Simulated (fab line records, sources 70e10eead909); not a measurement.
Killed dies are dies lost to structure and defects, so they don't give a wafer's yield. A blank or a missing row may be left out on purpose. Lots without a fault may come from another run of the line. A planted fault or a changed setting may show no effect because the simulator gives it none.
fab line records | flow nand_harc
record lots=5 wafers=15 last_day=24
route steps=1159 shown A_STAIRCASE@694
lots that met no fault: from a run of the same line without faults
start_h: hours from the record's first day to the start of the lot's first wafer shown | wait_h: hours since the lot's step before | " the same as in the row above | L1.1+2: a row that stands for several wafers | - no value, or no start given | * or withheld: withheld | < > ~ a bound
route shown NAME@n: a module of which the file shows steps, and the number in the route of the first | usual: mean/standard deviation of fault-free wafers | same: alike in all rows | chamber/n: place in a boat | sites: the reading at each site | _std_site: their standard deviation | _edge_site: outer sites' mean less inner sites' | radius_mm: how far each site lies from the wafer's centre | mask NAME#n: copy n | behind: the tool/chamber that last shaped the wafer | hold: why the lot was held/for how many hours/how that ended | device: the transistor (n, p or np) that didn't switch | end of line: the same wafers' tests at the end of the route | a step without rows: its recipe alone | killed: dies lost to structure and defects at the first sort, not the wafer's yield | map: a wafer's dies, x killed, . not, _ none there
set.NAME: the setting as run; set.NAME@STEP: as run at that earlier step | model.NAME: the simulator's own value behind a step, which no gauge read
lots at some steps of the route; a table a step, a row a wafer
services: from which hour (start_h, from the record's first day; less than 0 if before it) a tool's chamber was out of use, for how many hours, and why
## steps
# step NHARC_A_STAIRCASE_STRIP_317
# recipe time_s=900 temp_c=130 chemistry=SPM
# usual bath_guard_temp_C=130.2/0.66 temp_c=130.01/0.14
# columns lot.wafer tool chamber start_h wait_h bath_guard_temp_C temp_c
L077.6 wet_bench-02 4 273.66 - 129.7 129.91
L077.5 " 5 " " 129.2 129.82
L077.2 " 6 " " 129.6 130.43
L082.2 wet_bench-02 0 314.17 - 129.2 130.17
L082.3 " 1 " " 130.8 129.91
L082.6 " 4 " " 130.0 130.20
L092.6 wet_bench-04 0 375.31 - 131.3 130.01
L092.2 " 2 " " 130.5 129.76
L092.5 " 3 " " 129.7 130.30
L095.4 wet_bench-04 5 388.87 - 129.9 129.80
L095.2 " 7 " " 130.2 130.11
L095.1 " 1 " " 129.1 129.78
L097.6 wet_bench-04 6 409.60 - 129.8 129.89
L097.2 " 7 " " 130.2 129.95
L097.1 " 3 " " 129.8 130.02
# step NHARC_A_STAIRCASE_PRECLEAN_318
# recipe time_s=* temp_c=50 bath_age_min=0 chemistry=SC1
# usual bath_guard_temp_C=50.2/0.63 temp_c=49.99/0.11
# columns lot.wafer tool chamber start_h wait_h bath_guard_temp_C temp_c
L077.6 wet_bench-02 4 - - 50.0 50.13
L077.5 " 5 " " 49.2 49.81
L077.2 " 6 " " 49.3 50.00
L082.2 wet_bench-02 0 - - 49.1 49.89
L082.3 " 1 " " 50.8 49.91
L082.6 " 4 " " 49.9 50.13
L092.6 wet_bench-04 0 - - 51.6 50.02
L092.2 " 2 " " 50.8 49.73
L092.5 " 3 " " 49.9 50.00
L095.4 wet_bench-04 5 - - 50.1 50.04
L095.2 " 7 " " 50.2 50.14
L095.1 " 1 " " 49.1 50.12
L097.6 wet_bench-04 6 - - 50.0 49.93
L097.2 " 7 " " 49.7 49.86
L097.1 " 3 " " 49.8 50.09
# step NHARC_A_STAIRCASE_SRD_329
# columns lot.wafer tool chamber start_h wait_h
L077.6+5+2 wet_bench-02 4,5,6 - -
L082.2+3+6 wet_bench-02 0,1,4 - -
L092.6+2+5 wet_bench-04 0,2,3 - -
L095.4+2+1 wet_bench-04 5,7,1 - -
L097.6+2+1 wet_bench-04 6,7,3 - -
# step NHARC_A_STAIRCASE_ALD_415
# recipe target_thk_a=300 pulse_time_s=6 ald_cycles=300 temp_c=300 material=SiO2
# usual heater_power_w=484/54 precursor_pulse_height_rel=1.001/0.021
# columns lot.wafer tool chamber start_h wait_h heater_power_w precursor_pulse_height_rel
L077.2 ald_hk-03 1 274.62 0.5 451 1.019
L077.5 " 3 " " 448 0.983
L077.6 " 0 " " 463 1.016
L082.3 ald_hk-04 1 315.26 0.6 584 0.984
L082.2 " 2 " " 502 1.020
L082.6 " 3 " " 519 0.989
L092.2 ald_hk-03 2 375.83 0.1 550 0.977
L092.5 " 2 " " 555 1.032
L092.6 " 3 " " 460 0.985
L095.4 ald_hk-03 1 389.85 0.5 464 1.015
L095.1 " 2 " " 554 1.016
L095.2 " 3 " " 455 1.010
L097.2 ald_hk-04 2 410.36 0.3 505 0.962
L097.1 " 0 " " 468 1.012
L097.6 " 2 " " 515 0.986
# step NHARC_A_STAIRCASE_ETCHBACK_416
# recipe target_depth_a=360 time_s=7.2 c4f8_flow_sccm=withheld o2_flow_sccm=8 ar_flow_sccm=withheld rf_w=600 bias_w=800 chemistry=C4F8/O2/Ar
# usual oes_product_au=0.934/0.03 rf_vpp_V=723/4.3
# columns lot.wafer tool chamber start_h wait_h oes_product_au rf_hours_counter_h rf_vpp_V
L077.2 rie_diel-01 0 - - 0.935 50 723
L077.5 " 0 " " 0.940 - 724
L077.6 " 1 " " 0.932 - 730
L082.2 rie_diel-09 2 - - 0.990 14 719
L082.3 " 0 " " 0.928 21 722
L082.6 " 1 " " 0.920 - 724
L092.2 rie_diel-01 3 - - 0.924 12 725
L092.5 " 1 " " 0.932 - 730
L092.6 " 2 " " 0.924 - 726
L095.2 rie_diel-09 3 392.84 1.6 0.981 53 727
L095.1 " 1 " " 0.995 54 722
L095.4 " 2 " " 0.986 46 717
L097.2 rie_diel-01 2 - - 0.919 31 724
L097.1 " 3 " " 0.921 24 726
L097.6 " 1 " " 0.912 - 728
# step NHARC_A_STAIRCASE_STRIP_476
# recipe time_s=20 o2_flow_sccm=500 ar_flow_sccm=0 bias_w=0 chemistry=O2
# usual drypump_motor_current_A=5.57/0.26 oes_product_au=0.995/0.0098 rf_vpp_V=57.8/0.83 showerhead_plenum_p_Torr=3.52/0.14 throttle_valve_pct=17.036/0.0086
# columns lot.wafer tool chamber start_h wait_h drypump_motor_current_A oes_product_au rf_hours_counter_h rf_vpp_V showerhead_plenum_p_Torr throttle_valve_pct
L077.2 rie_diel-01 3 276.33 0.1 5.00 1.002 44 58.3 3.65 17.041
L077.6 " 3 " " 5.03 0.993 - 57.8 3.65 17.040
L077.5 " 0 " " 5.44 0.998 - 57.1 3.53 17.021
L082.2 rie_diel-09 3 316.98 0.1 6.02 0.983 22 58.4 3.62 17.052
L082.3 " 2 " " 5.61 0.994 14 58.9 3.38 17.041
L082.6 " 0 " " 4.95 1.000 - 58.3 3.45 17.032
L092.2 rie_diel-01 3 378.00 0.1 5.04 0.991 12 58.0 3.63 17.028
L092.5 " 0 " " 5.52 1.004 - 56.6 3.51 17.045
L092.6 " 1 " " 5.64 0.997 - 55.9 3.76 17.038
L095.2 rie_diel-09 3 392.98 0.1 6.05 0.985 53 57.5 3.60 17.041
L095.1 " 1 " " 5.57 0.999 54 57.4 3.51 17.028
L095.4 " 2 " " 5.63 0.992 46 56.2 3.36 17.036
L097.1 rie_diel-01 3 412.59 0.3 5.02 1.009 24 58.5 3.63 17.024
L097.2 " 1 " " 5.64 1.012 29 58.6 3.75 17.026
L097.6 " 2 " " 5.68 0.999 - 57.7 3.58 17.047
# step NHARC_A_STAIRCASE_DEP_417
# recipe target_thk_a=600 step_coverage_pct=20 temp_c=400 target_thk_nm=60 flow_sccm=200 rf_w=450 material=Si3N4
# usual heater_power_w=703/69
# columns lot.wafer tool chamber start_h wait_h heater_power_w
L077.2 pecvd-03 0 276.42 - 711
L077.5 " 0 " " 718
L077.6 " 2 " " 652
L082.2 pecvd-04 1 317.20 - 768
L082.3 " 2 " " 625
L082.6 " 0 " " 730
L092.2 pecvd-01 1 378.18 - 624
L092.6 " 2 " " 713
L092.5 " 1 " " 633
L095.1 pecvd-01 2 393.08 - 740
L095.2 " 0 " " 645
L095.4 " 0 " " 654
L097.2 pecvd-01 1 412.68 - 730
L097.1 " 0 " " 602
L097.6 " 0 " " 620
## services
# columns tool chamber start_h hours kind
pecvd-04 2 250.01 4.5 repair
rie_diel-09 - 254.44 9.0 pm
wet_bench-02 - 270.05 1.5 repair
rie_diel-09 2 278.74 10.0 repair
pecvd-03 - 292.26 13.0 pm
rie_diel-09 2 295.60 8.1 repair
rie_diel-01 2 306.60 9.9 repair
rie_diel-01 - 314.80 9.0 pm
rie_diel-01 3 331.80 21.5 repair
wet_bench-04 - 339.20 8.0 pm
wet_bench-04 0 347.20 - consumable_replace:bath
wet_bench-04 0 347.20 - consumable_replace:filter
wet_bench-04 1 347.20 - consumable_replace:bath
wet_bench-04 1 347.20 - consumable_replace:filter
wet_bench-04 2 347.20 - consumable_replace:bath
wet_bench-04 2 347.20 - consumable_replace:filter
wet_bench-04 3 347.20 - consumable_replace:bath
wet_bench-02 - 356.00 8.0 pm
ald_hk-04 - 364.03 10.0 pm
ald_hk-03 - 364.21 0.8 repair
wet_bench-02 - 371.97 0.9 repair
pecvd-04 - 376.00 13.0 pm
pecvd-01 2 401.50 17.3 repair
rie_diel-01 1 402.50 4.2 repair
## key
fault none
